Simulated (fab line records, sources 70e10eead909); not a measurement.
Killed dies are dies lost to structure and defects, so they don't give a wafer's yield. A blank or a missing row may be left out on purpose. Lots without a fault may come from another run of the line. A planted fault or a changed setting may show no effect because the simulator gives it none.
A struck lot beside a sound one | flow nand_harc | 13 steps out of a route of 1159
Sound: wafers L173.2, L173.4, L173.6. Struck: wafers L185.1, L185.5, L185.6. The cause comes at the end.
At each step with rows: each side's tool, then ch and its chambers, then its first start. Under that, the readings that differ: sound wafers | struck wafers | difference of the means | sigmas: that difference in standard deviations of wafers without a fault.
alike: readings whose means differ by less than 2 such deviations, and words and numbers that are the same on both sides. not compared: withheld readings, readings that some wafer has no value for, bounds like >300 that may hide the same value, and numbers for which the record gives no deviation and whose values overlap.
The two part at a step that has a row with sigmas, a row that says differs or no value, or rows on one side only. Numbers that don't overlap but have no deviation are shown without sigmas and don't part them. A reading that every wafer of one side lacks parts them only if that side has two wafers or more.

NHARC_A_STAIRCASE_TRIM_224: chemistry O2, time 211.2 s.
  sound on rie_diel-11 ch 2,3; struck on rie_diel-10 ch 0,2,3
  alike: drypump_motor_current_A, oes_product_au, rf_vpp_V, showerhead_plenum_p_Torr, throttle_valve_pct
  not compared: rf_hours_counter_h
then, 1 step without rows for these wafers: NHARC_A_STAIRCASE_ETCH_225 (etches the open film in C4F8/O2, target depth 100 nm, time 40.5 s).
NHARC_A_STAIRCASE_TRIM_226: chemistry O2, time 211.2 s.
  sound on rie_diel-11 ch 0,2,3; struck on rie_diel-10 ch 2,3
  alike: drypump_motor_current_A, oes_product_au, rf_vpp_V, showerhead_plenum_p_Torr, throttle_valve_pct
  not compared: rf_hours_counter_h
then, 2 steps without rows for these wafers: NHARC_A_STAIRCASE_ETCH_227 (etches the open film in C4F8/O2, target depth 100 nm, time 40.5 s); NHARC_A_STAIRCASE_TRIM_229 (chemistry O2, time 211.2 s).
NHARC_A_STAIRCASE_ETCH_230: etches the open film in C4F8/O2, target depth 100 nm, time 40.5 s.
  sound on rie_diel-11 ch 0,1,3; struck on rie_diel-11 ch 1,2,3
  alike: oes_product_au, rf_vpp_V
  not compared: rf_hours_counter_h
NHARC_A_STAIRCASE_TRIM_231: chemistry O2, time 211.2 s.
  sound on rie_diel-11 ch 1,3; struck on rie_diel-11 ch 2,3
  alike: drypump_motor_current_A, oes_product_au, rf_vpp_V, showerhead_plenum_p_Torr, throttle_valve_pct
  not compared: rf_hours_counter_h
then, 1 step without rows for these wafers: NHARC_A_STAIRCASE_ETCH_232 (etches the open film in C4F8/O2, target depth 100 nm, time 40.5 s).
NHARC_A_STAIRCASE_TRIM_233: chemistry O2, time 211.2 s.
  sound on rie_diel-11 ch 0,2,3; struck on rie_diel-11 ch 0,1
  alike: drypump_motor_current_A, oes_product_au, rf_vpp_V, showerhead_plenum_p_Torr, throttle_valve_pct
  not compared: rf_hours_counter_h
then, 2 steps without rows for these wafers: NHARC_A_STAIRCASE_ETCH_234 (etches the open film in C4F8/O2, target depth 100 nm, time 40.5 s); NHARC_A_STAIRCASE_TRIM_235 (chemistry O2, time 211.2 s).
NHARC_A_STAIRCASE_ETCH_236: etches the open film in C4F8/O2, target depth 100 nm, time 40.5 s.
  sound on rie_diel-11 ch 0,1, day 12 05:01; struck on rie_diel-11 ch 1,2,3, day 15 00:58
  reading               | sound             | struck            | difference | sigmas
  oes_product_au (a.u.) | 0.935 0.909 0.947 | 0.770 0.739 0.747 | -0.178     | -12
  alike: rf_vpp_V
  not compared: rf_hours_counter_h
-- the record jumps here: 8 days lie between the struck wafers' starts before and after (it left off in module A_STAIRCASE and takes up again in module END, whose first step shown is number 1159 of the route) --
NHARC_END_SORT_01:
  the record has rows for the struck wafers here (prober-01 ch 0, day 22 18:09) and none for the sound ones

WHERE THEY PART
First at NHARC_A_STAIRCASE_ETCH_236; last, within this record, at NHARC_END_SORT_01.

WHY: what the simulator had put in
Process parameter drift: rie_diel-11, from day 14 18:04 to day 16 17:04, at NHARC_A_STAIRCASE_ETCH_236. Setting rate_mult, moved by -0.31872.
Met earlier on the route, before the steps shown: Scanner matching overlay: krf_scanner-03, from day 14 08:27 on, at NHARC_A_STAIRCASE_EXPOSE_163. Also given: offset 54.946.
